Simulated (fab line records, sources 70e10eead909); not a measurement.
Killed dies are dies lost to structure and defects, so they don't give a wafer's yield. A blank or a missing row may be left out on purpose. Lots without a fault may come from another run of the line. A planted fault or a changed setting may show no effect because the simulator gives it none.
A struck lot beside a sound one | flow nand_harc | 14 steps out of a route of 1159
Sound: wafers L709.2, L709.3, L709.4. Struck: wafer L705.2. (L705.3, L705.5 of the same lot were not struck and are left out.) The cause comes at the end.
At each step with rows: each side's tool, then ch and its chambers, then its first start. Under that, the readings that differ: sound wafers | struck wafers | difference of the means | sigmas: that difference in standard deviations of wafers without a fault.
alike: readings whose means differ by less than 2 such deviations, and words and numbers that are the same on both sides. not compared: withheld readings, readings that some wafer has no value for, bounds like >300 that may hide the same value, and numbers for which the record gives no deviation and whose values overlap.
The two part at a step that has a row with sigmas, a row that says differs or no value, or rows on one side only. Numbers that don't overlap but have no deviation are shown without sigmas and don't part them. A reading that every wafer of one side lacks parts them only if that side has two wafers or more.

NHARC_A_STAIRCASE_DEP_156: deposits SiNx, target thk 50 nm.
  sound on pecvd-02 ch 0,1, day 13 22:34; struck on pecvd-01 ch 2, day 12 15:10
  reading            | sound       | struck | difference | sigmas
  heater_power_w (W) | 938 839 834 | 650    | -220       | -2
then, 9 steps without rows for these wafers: NHARC_A_STAIRCASE_DEHYDRATE_158 (time 120 s); NHARC_A_STAIRCASE_HMDS_159 (time 30 s); NHARC_A_STAIRCASE_COAT_160; NHARC_A_STAIRCASE_SOFTBAKE_161 (time 170 s); NHARC_A_STAIRCASE_EBR_162; NHARC_A_STAIRCASE_EXPOSE_163 (exposes mask STAIR OPEN); NHARC_A_STAIRCASE_PEB_164 (peb time 130 s); NHARC_A_STAIRCASE_DEVELOP_165 (time 140 s); NHARC_A_STAIRCASE_HARDBAKE_167 (time 140 s).
NHARC_A_STAIRCASE_DESCUM_168: chemistry O2, time 3 s.
  sound on rie_diel-13 ch 0,2,3, day 13 23:34; struck on rie_diel-10 ch 0, day 12 16:53
  reading                | sound | struck | difference | sigmas
  rf_hours_counter_h (h) | 9 9 8 | 27     | +18        |
  alike: drypump_motor_current_A, oes_product_au, rf_vpp_V, showerhead_plenum_p_Torr, throttle_valve_pct
NHARC_A_STAIRCASE_ETCH_169: etches the open film in CH3F/O2, target depth 50 nm, time 107.1 s.
  sound on rie_diel-13 ch 1,2,3, day 13 23:39; struck on rie_diel-10 ch 1, day 12 18:29
  reading                         | sound             | struck | difference | sigmas
  rf_hours_counter_h (h)          | 9 9 8             | 36     | +27        |
  rf_vpp_V (V)                    | 243.0 243.5 243.4 | 246.4  | +3.1       | +2
  run_length_s (s)                | 128.3 128.8 128.8 | 147.9  | +19.3      | +44
  showerhead_plenum_p_Torr (Torr) | 2.42 2.41 2.34    | 2.58   | +0.19      | +3
  alike: drypump_motor_current_A, oes_product_au, throttle_valve_pct
NHARC_A_STAIRCASE_ETCH_170: etches the open film in C4F6/O2, target depth 200 nm, time 66.667 s.
  sound on rie_diel-13 ch 0,1,2; struck on rie_diel-10 ch 3
  reading                | sound                | struck | difference | sigmas
  rf_hours_counter_h (h) | 9 9 8                | 38     | +29        |
  throttle_valve_pct (%) | 26.911 26.922 26.898 | 26.890 | -0.020     | -2
  alike: drypump_motor_current_A, oes_product_au, rf_vpp_V, run_length_s, showerhead_plenum_p_Torr
-- the record jumps here: 9 days lie between the struck wafers' starts before and after (it left off in module A_STAIRCASE and takes up again in module END, whose first step shown is number 1159 of the route) --
NHARC_END_SORT_01:
  the record has rows for the struck wafers here (prober-01 ch 0, day 21 11:57) and none for the sound ones

WHERE THEY PART
First at NHARC_A_STAIRCASE_DEP_156; last, within this record, at NHARC_END_SORT_01.

WHY: what the simulator had put in
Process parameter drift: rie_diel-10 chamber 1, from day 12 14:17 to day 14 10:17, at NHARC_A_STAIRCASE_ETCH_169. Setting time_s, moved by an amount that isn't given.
